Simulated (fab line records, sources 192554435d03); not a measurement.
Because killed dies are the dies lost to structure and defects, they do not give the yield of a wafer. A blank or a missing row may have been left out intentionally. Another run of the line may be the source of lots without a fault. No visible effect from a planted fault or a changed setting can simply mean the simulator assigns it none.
One fault seen from 2 desks || flow n5 finfet || only its own numbers are on each desk; what lay behind them is given at the end

## TOOL OWNER'S DESK, pvd sputter-01
The tool's own readings at N5_BEOL_M13_SPUTTER_43 (material TaN, target thk 15 nm, time 24.19 s): means of the sampled wafers that have a number, for each lot that ran on this tool. The brackets show how far a lot's mean lies from the usual mean; more than 4 standard deviations puts the lot out of limits, marked OUT.
Columns: A = throttle valve pct at N5_BEOL_M13_SPUTTER_43, usual 30.1 %
{"lot": "L118", "first seen here": "day 13 00:18", "A": 30.3}
{"lot": "L119", "first seen here": "day 13 15:10", "A": 30.0}
{"lot": "L126", "first seen here": "day 15 12:20", "A": 31.2}
{"lot": "L135", "first seen here": "day 18 01:10", "A": 30.6}
This desk's finding: nothing out of limits on any of the 4 lots.

## THE DEFECT DESK
Lot by lot, what the route's inspections counted, given as the mean of those sampled wafers with a number. The brackets show how far a lot's mean lies from the usual mean; more than 4 standard deviations puts the lot out of limits, marked OUT.
Columns: A = raw defect count at N5_BEOL_M13_INSPECT_30, usual 2.1
{"lot": "L113", "first seen here": "day 12 01:10", "A": 1.0}
{"lot": "L115", "first seen here": "day 12 05:38", "A": 1.0}
{"lot": "L116", "first seen here": "day 12 17:37", "A": 2.0}
{"lot": "L118", "first seen here": "day 12 22:37", "A": 1.3}
{"lot": "L119", "first seen here": "day 13 10:25", "A": 3.0}
{"lot": "L124", "first seen here": "day 15 03:35", "A": 1.3}
{"lot": "L126", "first seen here": "day 15 08:23", "A": 2.3}
{"lot": "L129", "first seen here": "day 16 04:29", "A": 1.3}
{"lot": "L132", "first seen here": "day 16 10:38", "A": 4.3}
{"lot": "L135", "first seen here": "day 17 21:37", "A": 2.3}
This desk's finding: nothing out of limits on any of the 10 lots.

## PUT TOGETHER
Nothing out of limits was seen by the tool owner's desk.
Nothing out of limits was seen by the defect desk.

## WHAT HAD BEEN PUT IN BY THE SIMULATOR
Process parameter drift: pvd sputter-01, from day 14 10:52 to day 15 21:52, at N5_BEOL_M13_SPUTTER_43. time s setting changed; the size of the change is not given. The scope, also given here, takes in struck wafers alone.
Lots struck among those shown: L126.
